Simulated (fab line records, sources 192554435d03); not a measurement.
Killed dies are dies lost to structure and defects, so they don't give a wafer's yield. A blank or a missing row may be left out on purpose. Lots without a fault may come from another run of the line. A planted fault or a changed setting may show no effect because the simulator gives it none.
Chamber matching | flow n5_finfet | N5_BEOL_M12_ETCH_67 on rie_diel-03: 4 sister chambers
The step etches SiARC in CF4, target depth 143 nm, time 238.3 s. 20 wafers are shown with their chamber, then 10 later ones without.

WAFERS WITH THEIR CHAMBER
wafer  | chamber | showerhead_plenum_p_Torr (Torr) | drypump_motor_current_A (A) | oes_product_au (a.u.)
L078.1 | 1       | 2.16                            | 5.3                         | 0.68
L078.2 | 3       | 2.27                            | 5.7                         | 0.77
L078.5 | 2       | 2.14                            | 5.4                         | 0.66
L084.1 | 2       | 2.14                            | 5.5                         | 0.64
L084.3 | 0       | 2.11                            | 5.6                         | 0.61
L084.4 | 1       | 2.15                            | 5.3                         | 0.67
L088.1 | 1       | 2.15                            | 5.3                         | 0.66
L088.3 | 0       | 2.11                            | 5.6                         | 0.61
L088.4 | 2       | 2.13                            | 5.4                         | 0.65
L091.2 | 2       | 2.13                            | 5.4                         | 0.64
L091.3 | 0       | 2.11                            | 5.6                         | 0.59
L091.6 | 3       | 2.26                            | 5.7                         | 0.74
L092.2 | 1       | 2.15                            | 5.3                         | 0.66
L092.3 | 2       | 2.13                            | 5.4                         | 0.64
L092.4 | 3       | 2.26                            | 5.7                         | 0.74
L093.1 | 1       | 2.15                            | 5.3                         | 0.65
L093.3 | 2       | 2.13                            | 5.5                         | 0.63
L093.6 | 1       | 2.15                            | 5.3                         | 0.65
L094.2 | 2       | 2.13                            | 5.4                         | 0.62
L094.3 | 3       | 2.25                            | 5.7                         | 0.73

SIGNATURES (means of the wafers above)
reading                  | chamber 0 | chamber 1 | chamber 2 | chamber 3 | scatter within a chamber
showerhead_plenum_p_Torr | 2.1100    | 2.1517    | 2.1329    | 2.2600    | 0.00516
drypump_motor_current_A  | 5.600     | 5.300     | 5.429     | 5.700     | 0.0299
oes_product_au           | 0.6033    | 0.6617    | 0.6400    | 0.7450    | 0.0133
Rule: a wafer's distance from a chamber is the root of the sum, over the readings, of the square of ((its reading less the chamber's mean) divided by the reading's scatter). The wafer belongs to the nearest chamber; if the next one is less than 2 further off, it can't be placed. The scatter: the root of (the sum of the squares of (reading less its chamber's mean) over the shown wafers, divided by (wafers less chambers)).

WAFERS WITHOUT THEIR CHAMBER
wafer  | showerhead_plenum_p_Torr (Torr) | drypump_motor_current_A (A) | oes_product_au (a.u.)
L094.5 | 2.14                            | 5.3                         | 0.65
L095.1 | 2.14                            | 5.3                         | 0.65
L095.3 | 2.13                            | 5.5                         | 0.62
L095.4 | 2.10                            | 5.6                         | 0.84
L096.1 | 2.10                            | 5.6                         | 0.82
L096.3 | 2.14                            | 5.3                         | 0.64
L096.5 | 2.13                            | 5.4                         | 0.63
L097.1 | 2.12                            | 5.4                         | 0.63
L097.3 | 2.14                            | 5.3                         | 0.65
L097.5 | 2.13                            | 5.5                         | 0.62

WHICH CHAMBER EACH WENT THROUGH
wafer  | from the rows above     | in truth
L094.5 | 1                       | 1
L095.1 | 1                       | 1
L095.3 | 2                       | 2
L095.4 | can't be placed: 2 or 0 | 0
L096.1 | can't be placed: 2 or 0 | 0
L096.3 | can't be placed: 1 or 2 | 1
L096.5 | 2                       | 2
L097.1 | 2                       | 2
L097.3 | 1                       | 1
L097.5 | 2                       | 2
Placed correctly: 7 of 10. Can't be placed from these rows: 3 (the true chamber is among the candidates in 3). Placed wrongly: 0.
